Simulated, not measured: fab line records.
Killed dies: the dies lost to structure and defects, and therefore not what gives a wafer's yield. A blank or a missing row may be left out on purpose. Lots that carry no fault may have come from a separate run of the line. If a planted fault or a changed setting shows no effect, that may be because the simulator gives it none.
Chamber matching :: flow n5 finfet :: N5_BEOL_M8_CURE_74 on uv cure-01 has 3 sister chambers
The step cures SiCOH lowk, time 240 s. 24 wafers are shown with their chamber, then 12 later ones without.

## WAFERS PAIRED WITH THEIR CHAMBERS
wafer: L074.3
chamber: 0
wafer_temp_C_max: 386.4
lamp power pct (%): 52.31

wafer: L074.5
chamber: 0
wafer_temp_C_max: 386.4
lamp power pct (%): 52.22

wafer: L074.6
chamber: 0
wafer_temp_C_max: 386.5
lamp power pct (%): 52.41

wafer: L079.1
chamber: 2
wafer_temp_C_max: 386.6
lamp power pct (%): 52.26

wafer: L079.4
chamber: 2
wafer_temp_C_max: 386.1
lamp power pct (%): 52.35

wafer: L079.6
chamber: 2
wafer_temp_C_max: 386.2
lamp power pct (%): 52.34

wafer: L081.2
chamber: 0
wafer_temp_C_max: 387.0
lamp power pct (%): 52.35

wafer: L081.4
chamber: 0
wafer_temp_C_max: 386.0
lamp power pct (%): 52.31

wafer: L081.6
chamber: 0
wafer_temp_C_max: 386.2
lamp power pct (%): 52.33

wafer: L080.1
chamber: 1
wafer_temp_C_max: 386.2
lamp power pct (%): 52.24

wafer: L080.2
chamber: 1
wafer_temp_C_max: 386.7
lamp power pct (%): 52.35

wafer: L080.3
chamber: 1
wafer_temp_C_max: 386.4
lamp power pct (%): 52.33

wafer: L082.2
chamber: 0
wafer_temp_C_max: 385.5
lamp power pct (%): 52.37

wafer: L082.3
chamber: 0
wafer_temp_C_max: 385.8
lamp power pct (%): 52.27

wafer: L082.6
chamber: 0
wafer_temp_C_max: 386.4
lamp power pct (%): 52.25

wafer: L083.1
chamber: 2
wafer_temp_C_max: 385.8
lamp power pct (%): 52.30

wafer: L083.3
chamber: 2
wafer_temp_C_max: 386.6
lamp power pct (%): 52.26

wafer: L083.6
chamber: 2
wafer_temp_C_max: 386.0
lamp power pct (%): 52.34

wafer: L084.1
chamber: 0
wafer_temp_C_max: 387.0
lamp power pct (%): 52.45

wafer: L084.2
chamber: 0
wafer_temp_C_max: 386.4
lamp power pct (%): 52.26

wafer: L084.5
chamber: 0
wafer_temp_C_max: 386.2
lamp power pct (%): 52.31

wafer: L087.1
chamber: 1
wafer_temp_C_max: 387.3
lamp power pct (%): 52.24

wafer: L087.2
chamber: 1
wafer_temp_C_max: 386.5
lamp power pct (%): 52.27

wafer: L087.3
chamber: 1
wafer_temp_C_max: 387.1
lamp power pct (%): 52.32

SIGNATURES (means of the wafers above)
reading: wafer_temp_C_max
chamber 0: 386.317
chamber 1: 386.700
chamber 2: 386.217
scatter within a chamber: 0.407

reading: lamp power pct
chamber 0: 52.3200
chamber 1: 52.2917
chamber 2: 52.3083
scatter within a chamber: 0.0576
Rule: a wafer lies at a distance from a chamber equal to the root of the sum of squares, over the readings, of (its reading less the chamber's mean, divided by the reading's scatter). The wafer belongs to the nearest chamber; if the next one is less than 2 further off, it can't be placed. The scatter is the square root of a quotient: the sum, over the shown wafers, of each reading's squared deviation from its chamber's mean, divided by wafers minus chambers.

## WAFERS WHOSE CHAMBER IS MISSING
wafer: L090.2
wafer_temp_C_max: 386.2
lamp power pct (%): 52.43

wafer: L090.3
wafer_temp_C_max: 386.2
lamp power pct (%): 52.35

wafer: L090.5
wafer_temp_C_max: 386.2
lamp power pct (%): 52.33

wafer: L092.2
wafer_temp_C_max: 387.2
lamp power pct (%): 52.29

wafer: L092.4
wafer_temp_C_max: 386.4
lamp power pct (%): 52.28

wafer: L092.6
wafer_temp_C_max: 386.5
lamp power pct (%): 52.28

wafer: L094.1
wafer_temp_C_max: 386.5
lamp power pct (%): 52.27

wafer: L094.2
wafer_temp_C_max: 386.1
lamp power pct (%): 52.35

wafer: L094.3
wafer_temp_C_max: 386.8
lamp power pct (%): 52.35

wafer: L096.2
wafer_temp_C_max: 387.1
lamp power pct (%): 52.27

wafer: L096.3
wafer_temp_C_max: 386.5
lamp power pct (%): 52.37

wafer: L096.5
wafer_temp_C_max: 386.1
lamp power pct (%): 52.40

## WHICH CHAMBER EACH WENT THROUGH
wafer: L090.2
from the rows above: can't be placed: 0 or 2 or 1
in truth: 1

wafer: L090.3
from the rows above: can't be placed: 0 or 2 or 1
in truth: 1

wafer: L090.5
from the rows above: can't be placed: 0 or 2 or 1
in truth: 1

wafer: L092.2
from the rows above: can't be placed: 1 or 0 or 2
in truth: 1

wafer: L092.4
from the rows above: can't be placed: 2 or 0 or 1
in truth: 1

wafer: L092.6
from the rows above: can't be placed: 1 or 0 or 2
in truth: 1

wafer: L094.1
from the rows above: can't be placed: 1 or 2 or 0
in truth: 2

wafer: L094.2
from the rows above: can't be placed: 0 or 2 or 1
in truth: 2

wafer: L094.3
from the rows above: can't be placed: 1 or 0 or 2
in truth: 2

wafer: L096.2
from the rows above: can't be placed: 1 or 0 or 2
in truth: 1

wafer: L096.3
from the rows above: can't be placed: 0 or 2 or 1
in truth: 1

wafer: L096.5
from the rows above: can't be placed: 0 or 2 or 1
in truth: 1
Correct placement for 0 of the 12. These rows do not allow placing 12 (true chamber among the candidates in 12). Wrongly placed: 0.
